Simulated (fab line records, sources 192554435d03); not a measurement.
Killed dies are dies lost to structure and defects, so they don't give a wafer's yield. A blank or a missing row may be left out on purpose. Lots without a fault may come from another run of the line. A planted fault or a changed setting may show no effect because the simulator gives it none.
Split-lot experiment | flow n5_finfet | 7 lots, 21 wafers read, on a route of 1938 steps

THE SPLIT
At N5_BEOL_M7_DESCUM_33 (chemistry O2, time 7 s), the setting time_s was moved away from the recipe's 7 s on 8 of the 21 wafers read, by -19.6% to +20.4%. The other wafers ran this setting at the recipe's value.

FROM THE SPLIT TO THE READING: what the file shows between them, 1 step
- N5_BEOL_M7_ETCH_72: etches underlayer in N2/H2, target depth 6.5 nm, time 5.2 s

THE READING
CAR-EUV_of_BEOL_M7_COAT_22.thk_nm (the simulator's own value, which no gauge read), in nm, at N5_BEOL_M7_ETCH_65 (etches SiARC in CF4, target depth 15.6 nm, time 26 s). The file gives no usual value for it. The 13 wafers here that ran the recipe average 11.1 nm, standard deviation 0.1 nm.

wafer  | tool, chamber at the split | time_s as run, s | against the recipe | CAR-EUV_of_BEOL_M7_COAT_22.thk_nm, nm | against lot-mates on the recipe
L075.2 | rie_diel-03, 1             | 8.366            | +19.5%             | 10.6                                  | -0.6
L075.4 | rie_diel-03, 3,2           | 7                | recipe             | 11.2                                  | -
L075.5 | rie_diel-03, 3,2           | 7                | recipe             | 11.2                                  | -
L081.4 | rie_diel-03, 3             | 7.418            | +6.0%              | 11                                    | -0.1
L081.5 | rie_diel-03, 3,0           | 7                | recipe             | 11                                    | -
L081.6 | rie_diel-03, 3,0           | 7                | recipe             | 11.2                                  | -
L082.2 | rie_diel-03, 3,2           | 5.628            | -19.6%             | 12                                    | +0.8
L082.3 | rie_diel-03, 3,2           | 5.628            | -19.6%             | 11.8                                  | +0.6
L082.6 | rie_diel-03, 1             | 7                | recipe             | 11.2                                  | -
L085.1 | rie_diel-04, 0,2           | 7                | recipe             | 11                                    | -
L085.2 | rie_diel-04, 0,2           | 7                | recipe             | 11                                    | -
L085.5 | rie_diel-04, 0             | 8.431            | +20.4%             | 10.4                                  | -0.6
L088.2 | rie_diel-04, 2             | 7                | recipe             | 11                                    | -
L088.6 | rie_diel-04, 2             | 7                | recipe             | 11                                    | -
L088.5 | rie_diel-04, 1             | 8.033            | +14.8%             | 10.6                                  | -0.4
L093.2 | rie_diel-04, 0             | 7                | recipe             | 11.2                                  | -
L093.6 | rie_diel-04, 0,2           | 7                | recipe             | 11.2                                  | -
L093.4 | rie_diel-04, 0,2           | 7                | recipe             | 11                                    | -
L095.1 | rie_diel-04, 2,3           | 5.716            | -18.3%             | 11.8                                  | +0.6
L095.4 | rie_diel-04, 2,3           | 5.716            | -18.3%             | 11.8                                  | +0.6
L095.3 | rie_diel-04, 1             | 7                | recipe             | 11.2                                  | -
Where a row lists several chambers, the file gives one row for several wafers and doesn't say which wafer went through which chamber.

THE FIT
A straight line over all 21 wafers: CAR-EUV_of_BEOL_M7_COAT_22.thk_nm changes by -0.0355 nm for each +1% of time_s; r = -0.97; the points scatter about the line by 0.1 nm.
The same after taking each lot's own level away (the mean of its wafers on the recipe; 21 wafers): -0.0319 nm for each +1%; r = -0.98; scatter 0.067 nm.
On that fit, the largest move of time_s shifts the reading by 0.65 nm.
The lots' own levels span 11.00 to 11.20 nm, that is 2.0 times the standard deviation above.
So the lot-to-lot level changes the slope: the two fits differ.
Check: with one of the wafers moved furthest among these (+20.4%) left out of the fit, the line predicts -0.643 nm for it against its lot-mates. It came out at -0.6 nm against them.

OTHER SPLITS ON THESE WAFERS
These wafers also went through other splits before the reading. Each is held against what the fit with the lots' levels taken away leaves over:
other split on the same wafers | wafers away from the commonest value | r with CAR-EUV_of_BEOL_M7_COAT_22.thk_nm (lot level and that fit taken away)
N5_BEOL_M5_EXPOSE_08 dose_mj   | 7                                    | -0.14
N5_BEOL_M7_COAT_05 spin_rpm    | 11                                   | +0.10

THE WHOLE CHAIN: every reading that the file lists as answering this split, in the file's order
step                 | what it does                                                | reading                                                                            | change (the file's fit)                | r (the file's)
N5_BEOL_M7_DESCUM_33 | chemistry O2, time 7 s                                      | CAR-EUV_of_BEOL_M7_COAT_22.thk_nm (the simulator's own value, which no gauge read) | -0.037 nm for each +1% of the setting  | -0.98
N5_BEOL_M7_ETCH_72   | etches underlayer in N2/H2, target depth 6.5 nm, time 5.2 s | CAR-EUV_of_BEOL_M7_COAT_22.thk_nm (the simulator's own value, which no gauge read) | -0.0334 nm for each +1% of the setting | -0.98
N5_BEOL_M7_ETCH_65   | etches SiARC in CF4, target depth 15.6 nm, time 26 s        | CAR-EUV_of_BEOL_M7_COAT_22.thk_nm (the simulator's own value, which no gauge read) | -0.0311 nm for each +1% of the setting | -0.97

THE FILE'S OWN FIT
CAR-EUV_of_BEOL_M7_COAT_22.thk_nm changes by -0.0311 nm for each +1% of time_s, r = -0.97.
